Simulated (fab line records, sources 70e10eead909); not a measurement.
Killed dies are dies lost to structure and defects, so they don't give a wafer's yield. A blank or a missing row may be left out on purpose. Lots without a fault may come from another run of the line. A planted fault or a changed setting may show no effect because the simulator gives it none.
A struck lot beside a sound one | flow nand_harc | 15 steps out of a route of 1159
Sound: wafers L308.2, L308.4, L308.5. Struck: wafer L318.6. (L318.3, L318.5 of the same lot were not struck and are left out.) The cause comes at the end.
At each step with rows: each side's tool, then ch and its chambers, then its first start. Under that, the readings that differ: sound wafers | struck wafers | difference of the means | sigmas: that difference in standard deviations of wafers without a fault.
alike: readings whose means differ by less than 2 such deviations, and words and numbers that are the same on both sides. not compared: withheld readings, readings that some wafer has no value for, bounds like >300 that may hide the same value, and numbers for which the record gives no deviation and whose values overlap.
The two part at a step that has a row with sigmas, a row that says differs or no value, or rows on one side only. Numbers that don't overlap but have no deviation are shown without sigmas and don't part them. A reading that every wafer of one side lacks parts them only if that side has two wafers or more.

first, 7 steps without rows for these wafers: NHARC_A_CONTACT_COAT_35 (time 65 s); NHARC_A_CONTACT_COAT_36 (resist thk 90 nm); NHARC_A_CONTACT_SOFTBAKE_37 (time 55 s); NHARC_A_CONTACT_EBR_38; NHARC_A_CONTACT_EXPOSE_39 (exposes mask A CC 3); NHARC_A_CONTACT_PEB_40 (peb time 65 s); NHARC_A_CONTACT_DEVELOP_41 (develop time 35 s).
NHARC_A_CONTACT_CD_MEAS_42: target cd 200 nm.
  sound on cd_sem-03 ch 0, day 17 00:42; struck on cd_sem-02 ch 0, day 20 00:50
  alike: cd_nm
NHARC_A_CONTACT_OVL_MEAS_43:
  sound on overlay-01, day 17 00:47; struck on overlay-02, day 20 00:55
  reading           | sound          | struck | difference | sigmas
  overlay_x_nm (nm) | -1.3 -1.0 -1.0 | 1.0    | +2.1       | +2
  alike: overlay_y_nm
NHARC_A_CONTACT_INSPECT_44:
  sound on defect_inspect-01, day 17 00:49; struck on defect_inspect-01, day 20 00:57
  alike: raw_defect_count
NHARC_A_CONTACT_DESCUM_47: chemistry O2, time 3 s.
  sound on rie_diel-03 ch 1,2,3, day 17 00:54; struck on rie_diel-03 ch 1, day 20 01:04
  alike: drypump_motor_current_A, oes_product_au, rf_vpp_V, showerhead_plenum_p_Torr, throttle_valve_pct
  not compared: rf_hours_counter_h
NHARC_A_CONTACT_ETCH_48: etches the open film in CF4, target depth 39 nm, time 65 s.
  sound on rie_diel-03 ch 0,1,3, day 17 00:59; struck on rie_diel-03 ch 3, day 20 01:08
  reading                         | sound             | struck | difference | sigmas
  rf_vpp_V (V)                    | 150.5 148.8 151.2 | 153.9  | +3.7       | +3
  showerhead_plenum_p_Torr (Torr) | 1.64 1.66 1.77    | 1.91   | +0.22      | +3
  alike: drypump_motor_current_A, oes_product_au, run_length_s, throttle_valve_pct
  not compared: rf_hours_counter_h
NHARC_A_CONTACT_ETCH_49: etches the open film in N2/H2, target depth 260 nm, time 475.3 s.
  sound on rie_diel-03 ch 0,2,3, day 17 01:04; struck on rie_diel-03 ch 0, day 20 01:25
  reading          | sound             | struck | difference | sigmas
  run_length_s (s) | 497.2 496.5 496.7 | 373.9  | -122.9     | -99 or more
  alike: drypump_motor_current_A, oes_product_au, rf_vpp_V, showerhead_plenum_p_Torr, throttle_valve_pct
  not compared: rf_hours_counter_h
NHARC_A_CONTACT_ETCH_50: etches the open film in CF4/CHF3, target depth 84.7 nm, time 42.4 s.
  sound on rie_diel-03 ch 1,3; struck on rie_diel-03 ch 3
  reading                         | sound             | struck | difference | sigmas
  drypump_motor_current_A (A)     | 5.3 6.4 6.3       | 5.2    | -0.8       | -2
  rf_vpp_V (V)                    | 367.9 366.5 366.2 | 373.6  | +6.7       | +2
  showerhead_plenum_p_Torr (Torr) | 1.46 1.47 1.47    | 1.70   | +0.23      | +3
  alike: oes_product_au, run_length_s, throttle_valve_pct
  not compared: rf_hours_counter_h
-- the record jumps here: 4 days lie between the struck wafers' starts before and after (it left off in module A_CONTACT and takes up again in module END, whose first step shown is number 1159 of the route) --
NHARC_END_SORT_01:
  sound on prober-01 ch 0, day 19 19:56; struck on prober-02 ch 0, day 23 17:56
  reading         | sound    | struck | difference | sigmas
  killed_at_array | 33 28 25 | 313    | +284       | +31
  killed_at_other | 0 0 1    | 5      | +5         | +4
  killed_dies     | 37 30 28 | 318    | +286       | +30
  alike: killed_at_periphery, killed_open, killed_short

WHERE THEY PART
First at NHARC_A_CONTACT_OVL_MEAS_43; last, within this record, at NHARC_END_SORT_01.

WHY: what the simulator had put in
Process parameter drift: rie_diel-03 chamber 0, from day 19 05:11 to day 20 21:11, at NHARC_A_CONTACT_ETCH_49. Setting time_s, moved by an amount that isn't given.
